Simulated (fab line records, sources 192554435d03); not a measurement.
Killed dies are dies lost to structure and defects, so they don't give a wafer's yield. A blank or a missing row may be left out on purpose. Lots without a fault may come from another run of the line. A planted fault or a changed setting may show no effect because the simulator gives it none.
A struck lot beside a sound one | flow n5_finfet | 15 steps out of a route of 1938
Sound: wafers L193.3, L193.4, L193.6. Struck: wafers L197.3, L197.4, L197.5. The cause comes at the end.
At each step with rows: each side's tool, then ch and its chambers, then its first start. Under that, the readings that differ: sound wafers | struck wafers | difference of the means | sigmas: that difference in standard deviations of wafers without a fault.
alike: readings whose means differ by less than 2 such deviations, and words and numbers that are the same on both sides. not compared: withheld readings, readings that some wafer has no value for, bounds like >300 that may hide the same value, and numbers for which the record gives no deviation and whose values overlap.
The two part at a step that has a row with sigmas, a row that says differs or no value, or rows on one side only. Numbers that don't overlap but have no deviation are shown without sigmas and don't part them. A reading that every wafer of one side lacks parts them only if that side has two wafers or more.

N5_BEOL_M5_STRIP_91: strips in N2/H2, time 10 s.
  sound on rie_diel-02 ch 0,3; struck on rie_diel-02 ch 0,2,3
  alike: drypump_motor_current_A, oes_product_au, rf_vpp_V, showerhead_plenum_p_Torr, throttle_valve_pct
  not compared: rf_hours_counter_h
N5_BEOL_M5_OCD_MEAS_38:
  sound on ocd-02, day 13 06:56; struck on ocd-01, day 14 22:59
  alike: trench_depth_nm
then, 4 steps without rows for these wafers: N5_BEOL_M5_HM_STRIP_39 (strips TiN in peroxide tin strip, target depth 25 nm, time 158 s); N5_BEOL_M5_SRD_40 (time 30 s); N5_BEOL_M5_PRECLEAN_42 (cleans in residue remover, time 60 s); N5_BEOL_M5_SRD_43 (time 30 s).
N5_BEOL_M5_CD_MEAS_35: target cd 28 nm, target cd y 24 nm.
  sound on cd_sem-03, day 13 07:06; struck on cd_sem-02, day 14 23:08
  alike: cd_nm
N5_BEOL_M5_CURE_80: cures SiCOH lowk, time 120 s.
  sound on uv_cure-03 ch 1, day 13 07:14; struck on uv_cure-01 ch 0, day 14 23:16
  reading          | sound             | struck            | difference | sigmas
  wafer_temp_C_max | 372.4 372.4 374.0 | 371.3 371.2 370.9 | -1.8       | -3
  alike: lamp_power_pct
then, 1 step without rows for these wafers: N5_BEOL_M5_DEGAS_44 (time 60 s).
N5_BEOL_M5_PRE_CLEAN_45: time 30 s.
  sound on pvd_sputter-03, day 13 07:38; struck on pvd_sputter-01, day 14 23:32
  alike: heater_power_w
then, 1 step without rows for these wafers: N5_BEOL_M5_ALD_86 (deposits TaN, pulse time 2 s, purge time 3 s, co reactant purge time 2 s).
N5_BEOL_M5_SURFACE_TREAT_87:
  sound on pvd_sputter-03, day 13 08:02; struck on pvd_sputter-01, day 15 00:01
  not compared: throttle_valve_pct
N5_BEOL_M5_CVD_47: deposits Co from CCTBA/H2, target thk 3 nm, time 216 s.
  sound on cvd_co-01 ch 0,1,2, day 13 08:25; struck on cvd_co-02 ch 0,1,2, day 15 00:05
  reading          | sound             | struck            | difference | sigmas
  run_length_s (s) | 240.0 239.3 238.7 | 146.2 146.5 147.5 | -92.6      | -99 or more
  not compared: since_wet_clean_h
N5_BEOL_M5_SPUTTER_48: material Cu, target thk 15 nm, time 27.62 s.
  sound on pvd_sputter-02, day 13 08:34; struck on pvd_sputter-01, day 15 00:49
  alike: throttle_valve_pct
-- the record jumps here: 4 days lie between the struck wafers' starts before and after (it left off in module BEOL_M5 and takes up again in module PASSIVATION, whose first step shown is number 1936 of the route) --
N5_PASSIVATION_PROBE_49:
  sound on prober-01, day 17 08:28; struck on prober-01, day 19 08:28
  reading            | sound | struck   | difference | sigmas
  killed_at_contacts | 3 8 9 | 16 20 28 | +15        | +2
  alike: defect_limited_yield, killed_at_M0_to_M3, killed_at_M4_up, killed_at_front_end, killed_at_other, killed_dies, killed_open, killed_short, sort_bin_5_function, sort_bin_6_memory, sort_n_pass, sort_yield_pct

WHERE THEY PART
First at N5_BEOL_M5_CURE_80; last, within this record, at N5_PASSIVATION_PROBE_49.

WHY: what the simulator had put in
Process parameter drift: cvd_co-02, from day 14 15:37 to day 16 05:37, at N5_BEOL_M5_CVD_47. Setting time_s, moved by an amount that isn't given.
